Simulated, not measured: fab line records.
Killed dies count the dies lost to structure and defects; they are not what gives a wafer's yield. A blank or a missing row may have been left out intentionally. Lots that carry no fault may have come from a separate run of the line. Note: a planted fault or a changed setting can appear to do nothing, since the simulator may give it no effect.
One fault through the eyes of 2 desks || flow n5 finfet || each desk holds nothing but its own numbers, with what lay behind them at the end

## DESK OF THE TOOL OWNER: rie diel-06
The tool's own readings at N5_BEOL_M0_SAQP_ETCH_83 (etches SiARC in CF4, target depth 39 nm, time 65 s): means of the sampled wafers that have a number, for each lot that ran on this tool. Any lot whose mean is over 4 standard deviations away from the usual mean is out of limits and marked OUT; that distance is given in the brackets.
Columns: A = drypump motor current A at N5_BEOL_M0_SAQP_ETCH_83, usual 5.6 A; B = etch rf on time s at N5_BEOL_M0_SAQP_ETCH_83, usual 65.3 s; C = oes product au at N5_BEOL_M0_SAQP_ETCH_83, usual 0.66 a.u.; D = rf vpp V at N5_BEOL_M0_SAQP_ETCH_83, usual 183.9 V; E = showerhead plenum p Torr at N5_BEOL_M0_SAQP_ETCH_83, usual 2.12 Torr; F = throttle valve pct at N5_BEOL_M0_SAQP_ETCH_83, usual 15.65 %
{"lot": "L833", "first seen here": "day 5 18:06", "A": 5.9, "B": 66.1, "C": 0.66, "D": 185.1, "E": 2.17, "F": 15.43}
{"lot": "L837", "first seen here": "day 6 15:56", "A": 5.9, "B": 65.2, "C": 0.65, "D": 183.5, "E": 2.12, "F": 15.62}
{"lot": "L838", "first seen here": "day 6 23:08", "A": 5.5, "B": 65.0, "C": 0.71, "D": 184.4, "E": 2.13, "F": 15.59}
{"lot": "L839", "first seen here": "day 7 11:07", "A": 5.7, "B": "86.7 (+14) OUT", "C": 0.67, "D": 183.7, "E": 2.15, "F": 15.40}
{"lot": "L842", "first seen here": "day 8 10:27", "A": 5.0, "B": "95.7 (+20) OUT", "C": 0.74, "D": 185.1, "E": 2.18, "F": 15.21}
{"lot": "L843", "first seen here": "day 8 14:24", "A": 5.8, "B": "95.8 (+20) OUT", "C": 0.57, "D": 182.4, "E": 2.10, "F": 15.82}
This desk's finding: out of limits on L839, L842, L843; first on L839, day 7 11:07 (etch rf on time s at N5_BEOL_M0_SAQP_ETCH_83). Within limits: L833, L837, L838.

## METROLOGY DESK
What the gauges read for every lot (on any tool): the sampled wafers with a number, averaged. Any lot whose mean is over 4 standard deviations away from the usual mean is out of limits and marked OUT; that distance is given in the brackets. Only the readings that lie furthest out on some lot appear, 7 of the 11 it has.
Columns: A = DIBL_P at N5_BEOL_M4_RC_MEAS_101, usual 35.8 mV/V; B = IOFF_N at N5_BEOL_M4_RC_MEAS_101, usual 0.15 nA/um; C = IOFF_P at N5_BEOL_M4_RC_MEAS_101, usual 0.21 nA/um; D = ION_N at N5_BEOL_M4_RC_MEAS_101, usual 674 uA/um; E = SS_P at N5_BEOL_M4_RC_MEAS_101, usual 73.1 mV/dec; F = VT_N at N5_BEOL_M4_RC_MEAS_101, usual 250 mV; G = VT_P at N5_BEOL_M4_RC_MEAS_101, usual -251 mV
{"lot": "L833", "first seen here": "day 5 17:28", "A": 36.0, "B": 0.16, "C": 0.20, "D": 673, "E": 73.3, "F": 248, "G": -251}
{"lot": "L837", "first seen here": "day 6 15:14", "A": 34.8, "B": 0.14, "C": 0.20, "D": 668, "E": 72.7, "F": 251, "G": -249}
{"lot": "L838", "first seen here": "day 6 22:39", "A": 37.2, "B": 0.18, "C": 0.23, "D": 684, "E": 72.7, "F": 247, "G": -249}
{"lot": "L839", "first seen here": "day 7 10:28", "A": 39.5, "B": 0.20, "C": 0.25, "D": 684, "E": 73.9, "F": 247, "G": -249}
{"lot": "L842", "first seen here": "day 8 09:51", "A": 33.0, "B": 0.11, "C": 0.15, "D": 652, "E": 72.3, "F": 252, "G": -256}
{"lot": "L843", "first seen here": "day 8 13:39", "A": 34.8, "B": 0.16, "C": 0.21, "D": 670, "E": 73.2, "F": 251, "G": -250}
{"lot": "L849", "first seen here": "day 9 21:29", "A": 33.5, "B": 0.13, "C": 0.18, "D": 669, "E": 71.9, "F": 252, "G": -250}
{"lot": "L851", "first seen here": "day 10 06:00", "A": 33.8, "B": 0.14, "C": 0.19, "D": 665, "E": 72.6, "F": 251, "G": -249}
{"lot": "L854", "first seen here": "day 11 00:25", "A": 36.0, "B": 0.15, "C": 0.21, "D": 675, "E": 73.7, "F": 250, "G": -250}
{"lot": "L855", "first seen here": "day 11 10:12", "A": 34.8, "B": 0.12, "C": 0.16, "D": 667, "E": 72.6, "F": 255, "G": -254}
This desk found nothing out of limits on any of the 10 lots.

## ALL TOGETHER
On L839, L842, L843, at day 7 11:07, an alarm was possible from the tool owner's desk.
Metrology desk: nothing out of limits seen.
The metrology desk holds a record of L839, L842, L843, inside its limits.
Every lot named ran N5_BEOL_M0_SAQP_ETCH_83 on rie diel-06.

## WHAT HAD BEEN PUT IN BY THE SIMULATOR
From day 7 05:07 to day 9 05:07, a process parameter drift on rie diel-06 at N5_BEOL_M0_SAQP_ETCH_83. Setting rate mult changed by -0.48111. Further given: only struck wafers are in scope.
Shown lots that were struck: L839, L842, L843.
Hours from the fault's start to each desk's first reading out of limits: the tool owner's desk, 6.
